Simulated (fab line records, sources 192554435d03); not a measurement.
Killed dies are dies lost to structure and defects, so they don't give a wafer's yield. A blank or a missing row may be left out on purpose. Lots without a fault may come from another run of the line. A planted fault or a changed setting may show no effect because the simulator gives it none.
A struck lot beside a sound one | flow n5_finfet | 36 steps out of a route of 1938
Sound: wafers L606.1, L606.3, L606.6. Struck: wafer L617.4. (L617.6 of the same lot was not struck and is left out.) The cause comes at the end.
At each step with rows: each side's tool, then ch and its chambers, then its first start. Under that, the readings that differ: sound wafers | struck wafers | difference of the means | sigmas: that difference in standard deviations of wafers without a fault.
alike: readings whose means differ by less than 2 such deviations, and words and numbers that are the same on both sides. not compared: withheld readings, readings that some wafer has no value for, bounds like >300 that may hide the same value, and numbers for which the record gives no deviation and whose values overlap.
The two part at a step that has a row with sigmas, a row that says differs or no value, or rows on one side only. Numbers that don't overlap but have no deviation are shown without sigmas and don't part them. A reading that every wafer of one side lacks parts them only if that side has two wafers or more.

first, 9 steps without rows for these wafers: N5_BEOL_M4_ANNEAL_95 (time 240 s); N5_BEOL_M4_SPUTTER_96 (material Cu, target thk 4.5 nm, time 8.29 s); N5_BEOL_M4_ECD_50 (material Cu, target thk 300 nm); N5_BEOL_M4_ANNEAL_51 (time 90 s); N5_BEOL_M4_CMP_52 (polishes, stops on SiOC, t overpolish 6.8 s, target thk 40 nm); N5_BEOL_M4_PRE_CLEAN_60 (time 15 s); N5_BEOL_M4_CO_CAP_55 (material Co, precursor CCTBA/H2, target thk 2 nm, time 102.1 s); N5_BEOL_M4_PRE_CLEAN_56 (time 15 s); N5_BEOL_M4_DEP_57 (deposits SiCN from 3MS/NH3, target thk 8 nm, time 14 s).
N5_BEOL_M4_RC_MEAS_101:
  sound on prober-01 ch 0, day 8 18:39; struck on prober-01 ch 0, day 11 08:05
  reading        | sound             | struck | difference | sigmas
  DIBL_P (mV/V)  | 35.6 37.4 37.0    | 32.2   | -4.5       | -3
  IOFF_N (nA/um) | 0.161 0.202 0.201 | 0.132  | -0.056     | -3
  IOFF_P (nA/um) | 0.217 0.257 0.250 | 0.155  | -0.086     | -3
  ION_P (uA/um)  | 463 475 468       | 455    | -14        | -2
  VT_N (mV)      | 246.7 246.3 248.6 | 253.5  | +6.3       | +2
  VT_P (mV)      | -247 -248 -248    | -256   | -8         | -3
  alike: DIBL_N, ION_N, SS_N, SS_P
then, 24 steps without rows for these wafers: N5_BEOL_M5_ILD_DEP_00 (deposits SiCOH lowk from DEMS/porogen, target thk 140.64 nm, time 25.9 s); N5_BEOL_M5_CURE_79 (cures SiCOH lowk, time 240 s); N5_BEOL_M5_PECVD_70 (deposits SiO2 from TEOS/O2, target thk 16 nm, time 18 s); N5_BEOL_M5_HM_DEP_02 (deposits TiN, target thk 20 nm); N5_BEOL_M5_COAT_59 (time 60 s, resist thk 60 nm); N5_BEOL_M5_COAT_60 (time 60 s, resist thk 12 nm); N5_BEOL_M5_COAT_71 (time 60 s, resist thk 5 nm); N5_BEOL_M5_COAT_05 (resist thk 30 nm); N5_BEOL_M5_EBR_07; N5_BEOL_M5_SOFTBAKE_06 (time 60 s); N5_BEOL_M5_EXPOSE_08 (exposes mask M5, target cd 28 nm); N5_BEOL_M5_PEB_09 (peb time 60 s); N5_BEOL_M5_DEVELOP_10 (develop time 30 s); N5_BEOL_M5_DESCUM_16 (chemistry O2, time 7 s); N5_BEOL_M5_ETCH_72 (etches underlayer in N2/H2, target depth 6.5 nm, time 5.2 s); N5_BEOL_M5_ETCH_61 (etches SiARC in CF4, target depth 15.6 nm, time 26 s); N5_BEOL_M5_ETCH_62 (etches SOC in N2/H2, target depth 75 nm, overetch 15 nm, time 112.5 s); N5_BEOL_M5_STRIP_63 (strips in N2/H2); N5_BEOL_M5_STRIP_73 (strips in N2/H2); N5_BEOL_M5_STRIP_64 (strips in CF4); N5_BEOL_M5_HM_OPEN_17 (chemistry Cl2/BCl3, target TiN, target depth 20 nm, overetch 6 nm); N5_BEOL_M5_STRIP_19 (strips in O2); N5_BEOL_M5_COAT_65 (time 60 s, resist thk 60 nm); N5_BEOL_M5_COAT_66 (time 60 s, resist thk 12 nm).
N5_BEOL_M9_VIA_ETCH_34: etches SiCOH lowk in C4F6/O2, target depth 182.4 nm, time 68.4 s.
  sound on rie_diel-06 ch 0,3, day 10 12:20; struck on rie_diel-06 ch 3, day 13 06:57
  reading                                  | sound             | struck | difference | sigmas
  model.etch.depth_nm (nm)                 | 181.4 180.6 181.3 | 144    | -37        |
  model.SOC_of_BEOL_M9_COAT_63.thk_nm (nm) | 51.2 51.2 51      | 53     | +2         |
  alike: drypump_motor_current_A, oes_f_703_au, oes_product_au, rf_vpp_V, showerhead_plenum_p_Torr, throttle_valve_pct
  not compared: rf_hours_counter_h
-- the record jumps here: 3 days lie between the struck wafers' starts before and after (it left off in module BEOL_M9 and takes up again in module PASSIVATION, whose first step shown is number 1936 of the route) --
N5_PASSIVATION_PROBE_49:
  the record has rows for the struck wafers here (prober-01, day 15 20:03) and none for the sound ones

WHERE THEY PART
First at N5_BEOL_M4_RC_MEAS_101; last, within this record, at N5_PASSIVATION_PROBE_49.

WHY: what the simulator had put in
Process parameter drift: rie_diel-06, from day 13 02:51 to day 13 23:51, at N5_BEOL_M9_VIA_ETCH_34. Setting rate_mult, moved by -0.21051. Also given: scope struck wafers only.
